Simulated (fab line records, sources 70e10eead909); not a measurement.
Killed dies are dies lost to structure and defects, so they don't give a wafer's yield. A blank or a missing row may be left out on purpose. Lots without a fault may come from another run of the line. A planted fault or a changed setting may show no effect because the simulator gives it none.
A struck lot beside a sound one | flow nand_harc | 14 steps out of a route of 1159
Sound: wafers L569.1, L569.2, L569.4. Struck: wafers L573.3, L573.5, L573.6. The cause comes at the end.
At each step with rows: each side's tool, then ch and its chambers, then its first start. Under that, the readings that differ: sound wafers | struck wafers | difference of the means | sigmas: that difference in standard deviations of wafers without a fault.
alike: readings whose means differ by less than 2 such deviations, and words and numbers that are the same on both sides. not compared: withheld readings, readings that some wafer has no value for, bounds like >300 that may hide the same value, and numbers for which the record gives no deviation and whose values overlap.
The two part at a step that has a row with sigmas, a row that says differs or no value, or rows on one side only. Numbers that don't overlap but have no deviation are shown without sigmas and don't part them. A reading that every wafer of one side lacks parts them only if that side has two wafers or more.

first, 9 steps without rows for these wafers: NHARC_A_STAIRCASE_DEHYDRATE_01 (time 120 s); NHARC_A_STAIRCASE_HMDS_02 (time 30 s); NHARC_A_STAIRCASE_COAT_03; NHARC_A_STAIRCASE_SOFTBAKE_04 (time 170 s); NHARC_A_STAIRCASE_EBR_05; NHARC_A_STAIRCASE_EXPOSE_06 (exposes mask STAIR); NHARC_A_STAIRCASE_PEB_07 (peb time 130 s); NHARC_A_STAIRCASE_DEVELOP_08 (time 140 s); NHARC_A_STAIRCASE_HARDBAKE_10 (time 140 s).
NHARC_A_STAIRCASE_DESCUM_11: chemistry O2, time 3 s.
  sound on rie_diel-02 ch 1,2,3, day 12 07:31; struck on rie_diel-10 ch 0,3, day 13 05:05
  alike: chamber_pressure_mTorr, drypump_motor_current_A, oes_product_au, rf_vpp_V, showerhead_plenum_p_Torr, throttle_valve_pct
  not compared: rf_hours_counter_h
NHARC_A_STAIRCASE_TRIM_12: chemistry O2, time 211.2 s.
  sound on rie_diel-02 ch 1,2,3, day 12 07:37; struck on rie_diel-10 ch 1,2,3, day 13 05:18
  alike: chamber_pressure_mTorr, drypump_motor_current_A, oes_product_au, rf_vpp_V, showerhead_plenum_p_Torr, throttle_valve_pct
  not compared: rf_hours_counter_h
NHARC_A_STAIRCASE_ETCH_13: etches the open film in C4F8/O2, target depth 100 nm, time 40.5 s.
  sound on rie_diel-02 ch 0,1,3, day 12 07:46; struck on rie_diel-10 ch 0,1,3, day 13 05:25
  no value came back on the struck wafers for any of 5 readings (bias_w (W), chamber_pressure_mTorr (mTorr) and others); on the sound wafers bias_w (W) reads 996.0 1001.8 1001.5
NHARC_A_STAIRCASE_TRIM_14: chemistry O2, time 211.2 s.
  sound on rie_diel-02 ch 1,2,3; struck on rie_diel-10 ch 0,1,2
  alike: chamber_pressure_mTorr, drypump_motor_current_A, oes_product_au, rf_vpp_V, showerhead_plenum_p_Torr, throttle_valve_pct
  not compared: rf_hours_counter_h
-- the record jumps here: 9 days lie between the struck wafers' starts before and after (it left off in module A_STAIRCASE and takes up again in module END, whose first step shown is number 1159 of the route) --
NHARC_END_SORT_01:
  the record has rows for the struck wafers here (prober-02 ch 0, day 22 05:13) and none for the sound ones

WHERE THEY PART
First at NHARC_A_STAIRCASE_ETCH_13; last, within this record, at NHARC_END_SORT_01.

WHY: what the simulator had put in
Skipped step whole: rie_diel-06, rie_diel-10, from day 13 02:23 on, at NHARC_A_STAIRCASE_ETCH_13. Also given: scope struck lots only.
